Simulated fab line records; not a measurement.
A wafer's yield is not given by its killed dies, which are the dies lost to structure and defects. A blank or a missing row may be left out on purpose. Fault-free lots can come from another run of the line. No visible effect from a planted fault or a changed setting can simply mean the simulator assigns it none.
A struck lot beside a sound one / flow nand harc / 15 out of 1302 route steps
Sound: wafers L834.1, L834.4, L834.5. Struck: wafers L851.1, L851.4, L851.6. At the end, the cause is stated.
Order at every step that has rows: each side's tool, ch and its chambers, its first start. Under that, the readings that differ: sound wafers / struck wafers / difference of the means / sigmas: that difference in standard deviations of wafers without a fault.
alike: a reading whose means differ by less than 2 such deviations, as well as words and numbers matching on both sides. not compared: withheld readings; readings where some wafer has no value; bounds like >300 that might hide an equal value; numbers whose values overlap and for which the record gives no deviation.
The two part at a step that has a row with sigmas, a row that says differs or no value, or rows on one side only. Non-overlapping numbers with no deviation appear without sigmas and do not part them. Lack of a reading on every wafer of one side parts them only where that side has two or more wafers.

first, 4 steps without rows for these wafers: NHARC_A_DECK1_JOINT_CURE_26 (time 32 s); NHARC_A_DECK1_JOINT_ANNEAL_27 (time 3600 s); NHARC_A_DECK1_JOINT_ANNEAL_28 (time 1800 s); NHARC_A_DECK1_JOINT_ANNEAL_29 (time 1800 s).
NHARC_A_DECK1_JOINT_CMP_02: polishes SiOx.
  sound on cmp-04 ch 0,2, day 13 02:58; struck on cmp-02 ch 0,2,3, day 20 00:58
  alike: motor current A
following that, these wafers have no rows for 1 step: NHARC_A_DECK1_JOINT_SRD_15.
NHARC_A_DECK1_JOINT_DEP_16: deposits SiO2, target thk 45 nm.
  sound on pecvd-04 ch 1,2, day 13 03:20; struck on pecvd-01 ch 1,2, day 20 01:20
  alike: heater power w, mfc precursor sccm, susceptor temp C, throttle valve pct
NHARC_A_DECK1_JOINT_THK_MEAS_17: measures by ellipsometry.
  sound on film metro-01, day 13 03:37; struck on film metro-01, day 20 01:35
  alike: thk nm
NHARC_A_DECK1_JOINT_INSPECT_05:
  sound on defect inspect-01, day 13 03:39; struck on defect inspect-02, day 20 01:37
  alike: raw defect count
following that, 1 step holds no rows for these wafers, namely NHARC_A_ONON_D2_DEP_00 (target thickness 1000 nm).
NHARC_A_ONON_D2_THK_MEAS_02: measures by ellipsometry.
  sound on film metro-02, day 13 04:14; struck on film metro-02, day 20 02:12
  alike: thk nm
NHARC_A_ONON_D2_DEP_03: target thk 1000 nm.
  sound on pecvd onon-04 ch 0, day 13 04:17; struck on pecvd onon-04 ch 0, day 20 02:15
  alike: susceptor temp C
NHARC_A_ONON_D2_THK_MEAS_05: measures by ellipsometry.
  sound on film metro-01, day 13 04:47; struck on film metro-02, day 20 02:46
reading=thk nm (nm); sound=1000 1000 1002; struck=593 595 596; difference=-406; sigmas=-41
following that, 1 step holds no rows for these wafers, namely NHARC_A_ONON_D2_DEP_06 (target thickness 1000 nm).
-- jump in the record: it breaks off in module A_ONON_D2 and resumes in module END (first step shown: number 1302 of the route), and 11 days separate the struck wafers' starts before and after --
NHARC_END_SORT_01:
  here the record holds rows for the struck wafers (prober-02 ch 0, day 31 13:20) but none for the sound ones

WHERE THEY PART
At NHARC_A_ONON_D2_THK_MEAS_05 first; at NHARC_END_SORT_01 last (within this record only).

WHY: the cause the simulator had injected
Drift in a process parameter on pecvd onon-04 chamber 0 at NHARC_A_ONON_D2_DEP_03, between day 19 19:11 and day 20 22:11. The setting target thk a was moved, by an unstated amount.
